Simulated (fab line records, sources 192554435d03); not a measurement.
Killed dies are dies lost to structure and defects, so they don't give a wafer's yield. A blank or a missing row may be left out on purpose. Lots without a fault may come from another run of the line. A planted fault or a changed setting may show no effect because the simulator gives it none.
fab line records | flow n5_finfet
record lots=6 wafers=18 last_day=17
route steps=1938 shown BEOL_M13@1693 PASSIVATION@1936
lots that met no fault: from a run of the same line without faults
start_h: hours from the record's first day to the start of the lot's first wafer shown | wait_h: hours since the lot's step before | " the same as in the row above | L1.1+2: a row that stands for several wafers | - no value, or no start given | * or withheld: withheld | < > ~ a bound
route shown NAME@n: a module of which the file shows steps, and the number in the route of the first | usual: mean/standard deviation of fault-free wafers | same: alike in all rows | chamber/n: place in a boat | sites: the reading at each site | _std_site: their standard deviation | _edge_site: outer sites' mean less inner sites' | radius_mm: how far each site lies from the wafer's centre | mask NAME#n: copy n | behind: the tool/chamber that last shaped the wafer | hold: why the lot was held/for how many hours/how that ended | device: the transistor (n, p or np) that didn't switch | end of line: the same wafers' tests at the end of the route | a step without rows: its recipe alone | killed: dies lost to structure and defects at the first sort, not the wafer's yield | map: a wafer's dies, x killed, . not, _ none there
set.NAME: the setting as run; set.NAME@STEP: as run at that earlier step | model.NAME: the simulator's own value behind a step, which no gauge read
lots at some steps of the route; a table a step, a row a wafer
services: from which hour (start_h, from the record's first day; less than 0 if before it) a tool's chamber was out of use, for how many hours, and why
## steps
# step N5_BEOL_M13_ETCH_67
# recipe chemistry=CF4 target=SiARC target_depth_a=1430 time_s=238.3 ion_energy_ev=80 pressure_mtorr=40 source_w=545 bias_w=36 Ar_flow_sccm=100 cf4_flow_sccm=100 ends=cleared
# step N5_BEOL_M13_ETCH_68
# recipe chemistry=N2/H2 target=SOC mask_material=SiARC source_w=3000 bias_w=350 temp_c=40 time_s=355 ion_energy_ev=200 pressure_mtorr=30 n2_flow_sccm=200 h2_flow_sccm=200
# usual drypump_motor_current_A=5.8/0.43 oes_product_au=0.76/0.092 rf_vpp_V=523.5/2.2 showerhead_plenum_p_Torr=2.53/0.074 throttle_valve_pct=17.8/0.31
# columns lot.wafer tool chamber start_h wait_h drypump_motor_current_A oes_product_au rf_hours_counter_h rf_vpp_V showerhead_plenum_p_Torr throttle_valve_pct
L179.2 rie_diel-04 0 243.11 0.1 5.2 0.71 214 520.8 2.42 17.9
L179.4 " 2 " " 6.2 0.73 179 523.3 2.52 17.9
L179.6 " 2 " " 6.2 0.72 - 522.2 2.52 17.9
L183.3 rie_diel-04 0 250.34 0.1 5.3 0.71 216 520.2 2.42 17.9
L183.4 " 3 " " 5.3 0.96 12 521.4 2.49 17.1
L183.6 " 1 " " 5.3 0.86 - 525.3 2.58 17.7
L185.1 rie_diel-05 0 268.60 0.1 6.1 0.79 94 525.4 2.55 17.9
L185.3 " 2 " " 5.3 0.68 213 526.0 2.64 17.7
L185.6 " 0 " " 6.1 0.80 - 524.7 2.55 17.9
L194.1 rie_diel-05 0 343.25 0.1 6.1 0.78 120 524.1 2.54 17.9
L194.5 " 1 " " 6.3 0.93 - 525.2 2.61 17.4
L194.6 " 0 " " 6.1 0.79 - 524.5 2.54 17.9
L196.3 rie_diel-04 2 343.73 0.1 6.2 0.71 204 523.9 2.51 18.0
L196.4 " 3 " " 5.3 0.90 34 522.7 2.48 17.1
L196.6 " 1 " " 5.2 0.82 - 525.9 2.57 17.8
L201.2 rie_diel-02 2 372.11 0.1 6.3 0.67 235 526.2 2.61 18.0
L201.4 " 1 " " 6.0 0.71 179 520.4 2.43 18.2
L201.6 " 1 " " 6.0 0.71 - 523.4 2.43 18.3
# step N5_BEOL_M13_STRIP_69
# recipe chemistry=N2/H2 temp_c=40 n2_flow_sccm=200 h2_flow_sccm=200 rf_frequency_hz=6e+07
# step N5_BEOL_M13_TRENCH_ETCH_34
# recipe chemistry=C4F8/O2/Ar target=SiOC target_depth_a=4134.7 mask_material=SOC pressure_mtorr=30 source_w=3000 bias_w=700 Ar_flow_sccm=400 C4F8_flow_sccm=15 O2_flow_sccm=8 he_inner_torr=15 he_outer_torr=30 time_s=162.6 ion_energy_ev=250
# usual drypump_motor_current_A=5.8/0.43 he_inner_torr=14.999/0.026 oes_product_au=0.76/0.092 rf_vpp_V=665.0/2.6 showerhead_plenum_p_Torr=3.40/0.085 throttle_valve_pct=24.25/0.28
# columns lot.wafer tool chamber start_h wait_h drypump_motor_current_A he_inner_torr oes_product_au rf_hours_counter_h rf_vpp_V showerhead_plenum_p_Torr throttle_valve_pct
L179.2 rie_diel-04 0 243.33 0.0 5.2 15.020 0.71 214 661.2 3.27 24.35
L179.4 " 2 " " 6.2 14.999 0.72 180 665.0 3.42 24.56
L179.6 " 2 " " 6.2 15.037 0.73 - 666.0 3.42 24.56
L183.3 rie_diel-04 0 250.56 0.0 5.2 14.986 0.70 216 659.7 3.27 24.36
L183.4 " 3 " " 5.2 15.023 0.95 12 664.1 3.38 23.68
L183.6 " 1 " " 5.2 14.971 0.85 - 667.7 3.48 24.30
L185.1 rie_diel-05 0 268.82 0.0 6.1 14.966 0.79 94 665.5 3.43 24.31
L185.3 " 2 " " 5.3 15.015 0.69 214 668.6 3.51 24.04
L185.6 " 0 " " 6.1 14.986 0.80 - 665.2 3.43 24.32
L194.1 rie_diel-05 0 343.47 0.0 6.1 15.021 0.77 120 667.5 3.42 24.35
L194.5 " 1 " " 6.3 14.993 0.92 - 668.4 3.49 23.79
L194.6 " 0 " " 6.1 14.995 0.77 - 666.5 3.42 24.36
L196.3 rie_diel-04 2 343.95 0.0 6.2 14.999 0.71 204 664.2 3.41 24.61
L196.4 " 3 " " 5.3 14.999 0.91 34 663.7 3.37 23.70
L196.6 " 1 " " 5.2 14.945 0.83 - 666.5 3.47 24.32
L201.2 rie_diel-02 2 372.33 0.0 6.3 15.013 0.67 235 667.3 3.49 24.31
L201.4 " 1 " " 6.0 15.001 0.71 179 661.8 3.27 24.63
L201.6 " 1 " " 6.0 14.992 0.71 - 661.4 3.27 24.64
# step N5_BEOL_M13_STRIP_70
# recipe chemistry=C4F8/O2/Ar resist=SiARC rf_frequency_hz=6e+07
# step N5_BEOL_M13_OCD_MEAS_35
# usual trench_depth_nm=412/6.7
# columns lot.wafer tool chamber start_h wait_h trench_depth_nm
L179.2 ocd-01 - 243.51 0.0 414
L179.4 " - " " 418
L179.6 " - " " 420
L183.3 ocd-01 - 250.74 0.0 413
L183.4 " - " " 422
L183.6 " - " " 417
L185.1 ocd-02 - 269.00 0.0 409
L185.3 " - " " 398
L185.6 " - " " 413
L194.1 ocd-02 - 343.65 0.0 408
L194.5 " - " " 419
L194.6 " - " " 415
L196.3 ocd-02 - 344.13 0.0 423
L196.4 " - " " 420
L196.6 " - " " 422
L201.2 ocd-01 - 372.51 0.0 400
L201.4 " - " " 407
L201.6 " - " " 407
# step N5_BEOL_M13_STRIP_37
# recipe chemistry=N2/H2 power_w=1000 temp_c=250 h2_frac=0.65 overash_fraction=0.3 pressure_mtorr=withheld n2_flow_sccm=1750 h2_flow_sccm=3250
# step N5_BEOL_M13_ETCH_38
# recipe chemistry=CF4/N2 target=SiCN target_depth_a=675 taper_deg=2 time_s=71.9 ion_energy_ev=150 mask_material=SiO2 pressure_mtorr=40 source_w=430 bias_w=70 Ar_flow_sccm=100 cf4_flow_sccm=60 n2_flow_sccm=60
# usual cf4_flow_sccm=60.00/0.17 drypump_motor_current_A=5.8/0.42 oes_product_au=0.76/0.087 rf_vpp_V=381.9/1.7 showerhead_plenum_p_Torr=2.19/0.061 throttle_valve_pct=15.52/0.28
# columns lot.wafer tool chamber start_h wait_h cf4_flow_sccm drypump_motor_current_A oes_product_au rf_hours_counter_h rf_vpp_V showerhead_plenum_p_Torr throttle_valve_pct
L179.2 rie_diel-05 2 244.04 - 59.85 5.3 0.69 205 383.3 2.28 15.43
L179.4 " 1 " " 59.86 6.3 0.67 244 383.9 2.27 15.54
L179.6 " 3 " " 60.01 6.1 0.77 - 379.2 2.13 15.47
L183.3 rie_diel-02 3 250.86 - 59.91 5.8 0.70 244 382.4 2.18 15.38
L183.4 " 0 " " 59.89 5.8 0.71 228 383.0 2.17 15.69
L183.6 " 0 " " 60.02 5.8 0.72 - 381.8 2.17 15.69
L185.1 rie_diel-04 2 269.91 - 59.78 6.2 0.72 187 381.7 2.19 15.73
L185.3 " 3 " " 59.91 5.3 0.94 17 380.9 2.17 14.85
L185.6 " 2 " " 59.99 6.2 0.71 - 381.5 2.19 15.77
L194.1 rie_diel-02 1 343.77 - 59.98 6.0 0.73 169 380.1 2.11 15.82
L194.5 " 2 " " 60.03 6.3 0.69 - 384.5 2.27 15.69
L194.6 " 0 " " 59.82 5.8 0.70 - 382.7 2.16 15.72
L196.3 rie_diel-02 1 346.47 - 59.84 6.1 0.71 170 380.0 2.11 15.82
L196.4 " 1 " " 60.00 6.0 0.71 - 379.1 2.11 15.83
L196.6 " 0 " " 60.29 5.8 0.69 - 381.9 2.16 15.74
L201.2 rie_diel-05 0 374.57 - 60.05 6.1 0.78 130 382.4 2.21 15.68
L201.4 " 0 " " 60.36 6.1 0.78 - 383.3 2.21 15.66
L201.6 " 3 " " 59.90 6.1 0.73 - 380.5 2.12 15.55
# step N5_BEOL_M13_PRECLEAN_39
# recipe chemistry=residue_remover time_s=60 temp_c=40
# step N5_BEOL_M13_SRD_40
# recipe time_s=30 temp_c=23 rinse_liquid=diw dry=n2_spin spin_rpm=1500 dry_time_s=30
# step N5_BEOL_M13_DEGAS_41
# recipe ambient=vacuum temp_c=250 time_s=60
# step N5_BEOL_M13_PRE_CLEAN_42
# recipe gas=H2/He time_s=30 temp_c=250
# usual heater_power_w=350/55
# columns lot.wafer tool chamber start_h wait_h heater_power_w
L179.2 pvd_sputter-01 - 244.31 0.0 336
L179.4 " - " " 436
L179.6 " - " " 443
L183.3 pvd_sputter-02 - 252.54 0.0 319
L183.4 " - " " 335
L183.6 " - " " 395
L185.1 pvd_sputter-03 - 270.50 0.0 318
L185.3 " - " " 315
L185.6 " - " " 406
L194.1 pvd_sputter-01 - 344.04 0.0 441
L194.5 " - " " 330
L194.6 " - " " 318
L196.3 pvd_sputter-01 - 346.82 0.0 270
L196.4 " - " " 442
L196.6 " - " " 339
L201.2 pvd_sputter-02 - 375.21 0.0 327
L201.4 " - " " 410
L201.6 " - " " 406
# step N5_BEOL_M13_SPUTTER_43
# recipe material=TaN target_thk_a=150 temp_c=50 bias_v=168.6 power_w=15000 chamber_pressure_pa=0.12 time_s=24.19
# usual cathode_dc_power_W=15000/2.8 throttle_valve_pct=30.6/0.84
# columns lot.wafer tool chamber start_h wait_h cathode_dc_power_W throttle_valve_pct model.TaN_of_BEOL_M13_SPUTTER_43.thk_nm
L179.2 pvd_sputter-01 - 244.35 0.0 14998 30.2 15.4
L179.4 " - " " 14997 31.6 15.4
L179.6 " - " " 15002 30.9 15.4
L183.3 pvd_sputter-02 - 252.58 0.0 15000 29.6 14.8
L183.4 " - " " 14999 31.5 14.8
L183.6 " - " " 14998 29.7 14.8
L185.1 pvd_sputter-03 - 270.54 0.0 15000 31.5 14.8
L185.3 " - " " 14998 29.4 14.6
L185.6 " - " " 15002 29.3 14.6
L194.1 pvd_sputter-01 - 344.08 0.0 14123 31.3 14.6
L194.5 " - " " 14126 30.5 14.4
L194.6 " - " " 14129 32.1 14.6
L196.3 pvd_sputter-01 - 346.86 0.0 14124 30.2 14.2
L196.4 " - " " 14123 31.3 14.2
L196.6 " - " " 14127 30.3 14.2
L201.2 pvd_sputter-02 - 375.25 0.0 15001 31.3 15
L201.4 " - " " 15001 30.7 15
L201.6 " - " " 14996 29.6 14.8
# step N5_BEOL_M13_SPUTTER_44
# recipe material=Ta target_thk_a=100 temp_c=50 bias_v=80 power_w=15000 chamber_pressure_pa=0.07 time_s=16.13
# usual cathode_dc_power_W=15000/2.8 throttle_valve_pct=30.7/0.83
# columns lot.wafer tool chamber start_h wait_h cathode_dc_power_W throttle_valve_pct
L179.2 pvd_sputter-01 - 244.43 0.0 15004 30.4
L179.4 " - " " 15001 31.4
L179.6 " - " " 15000 31.4
L183.3 pvd_sputter-02 - 252.66 0.0 14999 29.7
L183.4 " - " " 15000 31.5
L183.6 " - " " 15000 30.1
L185.1 pvd_sputter-03 - 270.62 0.0 15006 31.3
L185.3 " - " " 15001 29.5
L185.6 " - " " 14997 29.5
L194.1 pvd_sputter-01 - 344.16 0.0 14998 31.3
L194.5 " - " " 15000 30.3
L194.6 " - " " 14996 32.1
L196.3 pvd_sputter-01 - 346.94 0.0 14998 30.2
L196.4 " - " " 15000 31.0
L196.6 " - " " 14997 30.3
L201.2 pvd_sputter-02 - 375.33 0.0 15000 31.6
L201.4 " - " " 15000 30.7
L201.6 " - " " 15001 29.7
# step N5_PASSIVATION_PROBE_49
# usual defect_limited_yield=91.3/1.5 killed_at_M0_to_M3=34/9.4 killed_at_M4_up=13/5.3 killed_at_contacts=13/5.7 killed_at_front_end=40/10 killed_at_other=3.7/2.8 killed_dies=103/17 killed_on_rim=13/4.2 killed_open=67/13 killed_short=35/8.5 sort_bin_5_function=5.0/0.98 sort_bin_6_memory=3.3/0.7 sort_bin_8_speed=0.00/0.007 sort_n_pass=1077/17 sort_yield_pct=91.3/1.5
# same gross_dies=1180 killed_at_back_side=0 sort_bin_4_leakage[%]=0
# columns lot.wafer tool chamber start_h wait_h defect_limited_yield[%] killed_at_M0_to_M3 killed_at_M4_up killed_at_contacts killed_at_front_end killed_at_other killed_dies killed_on_rim killed_open killed_short sort_bin_5_function[%] sort_bin_6_memory[%] sort_bin_8_speed[%] sort_n_pass sort_yield_pct[%]
L179.2 prober-01 - 273.53 0.1 91.4 35 15 17 32 2 101 13 71 29 4.9 3.6 0 1079 91.4
L179.4 prober-01 - 273.63 0.2 89.1 43 13 18 52 3 129 18 85 42 6.9 3.6 0 1051 89.1
L179.6 prober-01 - 273.73 0.3 91.0 44 12 13 34 3 106 21 63 42 5.8 3.1 0 1074 91.0
L183.3 prober-01 - 289.61 0.1 91.9 34 11 7 43 0 95 17 62 30 5.3 2.5 0 1085 91.9
L183.4 prober-01 - 289.66 0.2 93.4 24 10 5 34 5 78 10 52 24 4.2 1.9 0 1102 93.4
L183.6 prober-01 - 289.76 0.3 90.9 33 11 14 39 10 107 19 74 32 5.8 3.0 0 1073 90.9
L185.1 prober-02 - 303.54 0.0 90.8 35 25 5 41 3 109 22 75 34 5.8 3.1 0 1071 90.8
L185.3 prober-02 - 303.64 0.1 88.6 53 12 5 62 3 135 14 89 46 6.1 4.9 0 1045 88.6
L185.6 prober-02 - 303.79 0.3 89.1 57 12 4 52 4 129 19 83 44 6.1 4.2 0 1051 89.1
L194.1 prober-02 - 370.08 0.2 91.4 32 23 17 24 5 101 13 75 26 5.2 3.2 0.08 1078 91.4
L194.5 prober-02 - 370.28 0.4 91.9 25 18 6 37 10 96 8 54 34 4.4 3.1 0 1084 91.9
L194.6 prober-02 - 370.33 0.4 93.6 28 14 3 29 2 76 10 51 25 4.2 2.3 0 1104 93.6
L196.3 prober-02 - 374.75 0.1 92.1 25 12 12 41 3 93 7 63 29 4.2 3.6 0 1087 92.1
L196.4 prober-02 - 374.80 0.2 92.2 33 10 10 37 2 92 11 61 27 4.2 2.9 0 1088 92.2
L196.6 prober-02 - 374.90 0.3 92.6 30 17 9 30 1 87 13 54 33 4.6 2.6 0 1093 92.6
L201.2 prober-01 - 402.88 0.1 90.3 39 19 13 43 0 114 18 74 38 5.4 4.0 0 1066 90.3
L201.4 prober-01 - 402.98 0.2 90.9 25 19 17 46 0 107 16 71 36 5.0 3.6 0 1073 90.9
L201.6 prober-01 - 403.08 0.3 91.8 23 14 13 47 0 97 10 68 29 4.7 3.3 0 1083 91.8
# killed by level:class
L179.2 MOL_CONTACT_COAG:geometric_particle:open=11 STI_FIN_REVEAL:geometric_particle:open=9 FIN_SAQP:geometric_particle:open=7 BEOL_M2:geometric_particle:open=7 MOL_CONTACT_COAG:geometric_particle:short=6 BEOL_M0_SAQP:geometric_particle:short=6 BEOL_M3:geometric_particle:open=6 BEOL_M2:geometric_particle:short=5
L179.4 FIN_SAQP:geometric_particle:open=20 BEOL_M2:geometric_particle:open=17 MOL_CONTACT_COAG:geometric_particle:open=12 FIN_SAQP:geometric_particle:short=9 BEOL_M0_SAQP:geometric_particle:open=7 MOL_CONTACT_COAG:geometric_particle:short=6 BEOL_M4:geometric_particle:open=6 DUMMY_GATE:geometric_particle:open=5
L179.6 BEOL_M2:geometric_particle:open=11 FIN_SAQP:geometric_particle:short=9 BEOL_M0_SAQP:geometric_particle:open=8 FIN_SAQP:geometric_particle:open=7 MOL_CONTACT_COAG:geometric_particle:open=7 STI_FIN_REVEAL:geometric_particle:open=6 MOL_CONTACT_COAG:geometric_particle:short=6 BEOL_M0_SAQP:geometric_particle:short=6
L183.3 STI_FIN_REVEAL:geometric_particle:open=19 BEOL_M1:geometric_particle:open=10 FIN_SAQP:geometric_particle:short=8 MOL_CONTACT_COAG:geometric_particle:open=6 BEOL_M3:geometric_particle:open=5 GATE_CUT:geometric_particle:short=4 BEOL_M0_SAQP:geometric_particle:open=4 BEOL_M0:geometric_particle:open=4
L183.4 STI_FIN_REVEAL:geometric_particle:open=14 FIN_SAQP:geometric_particle:short=5 BEOL_M0_SAQP:geometric_particle:open=5 BEOL_M2:geometric_particle:open=5 STI_FIN_REVEAL:geometric_particle:short=4 MOL_CONTACT_COAG:geometric_particle:open=4 BEOL_M1:geometric_particle:open=4 BEOL_M4:geometric_particle:open=4
L183.6 STI_FIN_REVEAL:geometric_particle:open=14 BEOL_M1:geometric_particle:open=9 MOL_CONTACT_COAG:geometric_particle:open=8 STARTING-WAFER:geometric_particle:open=7 FIN_SAQP:geometric_particle:short=6 FIN_SAQP:geometric_particle:open=6 MOL_CONTACT_COAG:geometric_particle:short=6 BEOL_M3:geometric_particle:open=6
L185.1 STI_FIN_REVEAL:geometric_particle:open=14 BEOL_M4:geometric_particle:open=13 BEOL_M0_SAQP:geometric_particle:open=10 BEOL_M0_SAQP:geometric_particle:short=8 BEOL_M3:geometric_particle:open=7 GATE_CUT:geometric_particle:open=6 BEOL_M2:geometric_particle:open=5 FIN_SAQP:geometric_particle:short=4
L185.3 BEOL_M0_SAQP:geometric_particle:short=14 BEOL_M1:geometric_particle:open=14 BEOL_M0_SAQP:geometric_particle:open=13 FIN_SAQP:geometric_particle:open=11 DUMMY_GATE:geometric_particle:open=8 BEOL_M2:geometric_particle:open=8 GATE_CUT:geometric_particle:short=7 FIN_SAQP:geometric_particle:short=6
L185.6 BEOL_M0_SAQP:geometric_particle:open=18 BEOL_M0_SAQP:geometric_particle:short=13 STI_FIN_REVEAL:geometric_particle:open=13 BEOL_M3:geometric_particle:open=11 DUMMY_GATE:geometric_particle:open=6 GATE_CUT:geometric_particle:short=6 BEOL_M1:geometric_particle:open=6 BEOL_M4:geometric_particle:open=6
L194.1 BEOL_M4:geometric_particle:open=17 MOL_CONTACT_COAG:geometric_particle:open=15 BEOL_M0_SAQP:geometric_particle:open=9 BEOL_M2:geometric_particle:open=8 FIN_SAQP:geometric_particle:open=7 STI_FIN_REVEAL:geometric_particle:open=6 FIN_SAQP:geometric_particle:short=4 BEOL_M3:geometric_particle:short=4
L194.5 BEOL_M0_SAQP:geometric_particle:open=9 BEOL_M3:geometric_particle:open=7 BEOL_M4:geometric_particle:open=6 HKMG_FIN:area_etch=6 FIN_SAQP:geometric_particle:short=5 STI_FIN_REVEAL:geometric_particle:short=4 MOL_CONTACT_COAG:geometric_particle:open=4 BEOL_M5:geometric_particle:open=4
L194.6 FIN_SAQP:geometric_particle:open=10 BEOL_M0_SAQP:geometric_particle:open=7 BEOL_M4:geometric_particle:open=7 BEOL_M0_SAQP:geometric_particle:short=6 STI_FIN_REVEAL:geometric_particle:open=4 STARTING-WAFER:geometric_particle:short=4 DUMMY_GATE:geometric_particle:open=3 MOL_CONTACT_COAG:geometric_particle:open=3
L196.3 MOL_CONTACT_COAG:geometric_particle:open=12 BEOL_M3:geometric_particle:open=9 FIN_SAQP:geometric_particle:short=8 STI_FIN_REVEAL:geometric_particle:open=6 GATE_CUT:geometric_particle:short=4 BEOL_M0_SAQP:geometric_particle:short=4 BEOL_M0:geometric_particle:open=4 BEOL_M5:geometric_particle:open=4
L196.4 MOL_CONTACT_COAG:geometric_particle:open=8 BEOL_M0_SAQP:geometric_particle:open=7 DUMMY_GATE:geometric_particle:open=6 FIN_SAQP:geometric_particle:short=5 BEOL_M3:geometric_particle:open=5 BEOL_M5:geometric_particle:open=5 FIN_SAQP:geometric_particle:open=4 STI_FIN_REVEAL:geometric_particle:open=4
L196.6 MOL_CONTACT_COAG:geometric_particle:open=8 FIN_SAQP:geometric_particle:open=7 BEOL_M3:geometric_particle:open=7 BEOL_M0_SAQP:geometric_particle:short=6 GATE_CUT:geometric_particle:short=5 BEOL_M0_SAQP:geometric_particle:open=4 BEOL_M5:geometric_particle:open=4 BEOL_M4:geometric_particle:open=4
L201.2 FIN_SAQP:geometric_particle:short=11 MOL_CONTACT_COAG:geometric_particle:open=11 BEOL_M2:geometric_particle:open=11 GATE_CUT:geometric_particle:short=9 GATE_CUT:geometric_particle:open=9 BEOL_M4:geometric_particle:open=9 BEOL_M0_SAQP:geometric_particle:open=8 BEOL_M1:geometric_particle:open=5
L201.4 MOL_CONTACT_COAG:geometric_particle:open=13 GATE_CUT:geometric_particle:short=10 BEOL_M4:geometric_particle:open=10 BEOL_M2:geometric_particle:open=8 DUMMY_GATE:geometric_particle:open=7 GATE_CUT:geometric_particle:open=7 STI_FIN_REVEAL:geometric_particle:open=5 MOL_CONTACT_COAG:geometric_particle:short=4
L201.6 MOL_CONTACT_COAG:geometric_particle:open=13 BEOL_M2:geometric_particle:open=10 GATE_CUT:geometric_particle:short=9 FIN_SAQP:geometric_particle:open=8 FIN_SAQP:geometric_particle:short=8 STI_FIN_REVEAL:geometric_particle:open=8 BEOL_M4:geometric_particle:open=7 BEOL_M3:geometric_particle:open=6
## services
# columns tool chamber start_h hours kind
rie_diel-04 1 229.69 7.4 repair
rie_diel-05 3 265.18 6.2 repair
rie_diel-02 3 267.81 - clean
rie_diel-02 3 267.81 - consumable_replace:focus_ring
rie_diel-05 1 271.34 - clean
rie_diel-05 1 271.34 - consumable_replace:focus_ring
rie_diel-05 1 271.34 21.2 scheduled_down
rie_diel-05 1 271.34 21.2 vent_cycle
rie_diel-04 - 273.42 14.6 pm
pvd_sputter-03 - 278.15 5.5 repair
rie_diel-02 0 279.54 8.0 repair
rie_diel-02 0 289.38 4.3 repair
pvd_sputter-02 - 294.67 5.9 repair
pvd_sputter-01 - 310.24 2.1 repair
rie_diel-02 0 316.61 4.1 repair
rie_diel-02 2 319.89 2.5 repair
rie_diel-02 3 323.57 29.4 repair
rie_diel-02 1 326.74 3.5 repair
rie_diel-04 0 356.87 1.3 repair
rie_diel-02 0 364.04 1.5 repair
rie_diel-05 2 372.19 - clean
rie_diel-05 2 372.19 - consumable_replace:focus_ring
rie_diel-05 2 372.19 17.0 scheduled_down
rie_diel-05 2 372.19 17.0 vent_cycle
## key
first_sign step=N5_BEOL_M13_SPUTTER_43 reading=cathode_dc_power_W direction=down sigmas=99+ usual=* struck=*
effect none on later readings
model_effect step=N5_BEOL_M13_SPUTTER_43 value=TaN_of_BEOL_M13_SPUTTER_43.thk_nm without=15.23 struck=14.37
met_at N5_BEOL_M13_SPUTTER_43
struck_wafers L194.1,L194.5,L194.6,L196.3,L196.4,L196.6
onset_between 244.35 344.08
fault kind=process_parameter_drift tool=pvd_sputter-01 chamber=- onset_h=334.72 steps=N5_BEOL_M13_SPUTTER_43 channel=power_w offset=* shape=step end_h=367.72 acts_in=* stated=*
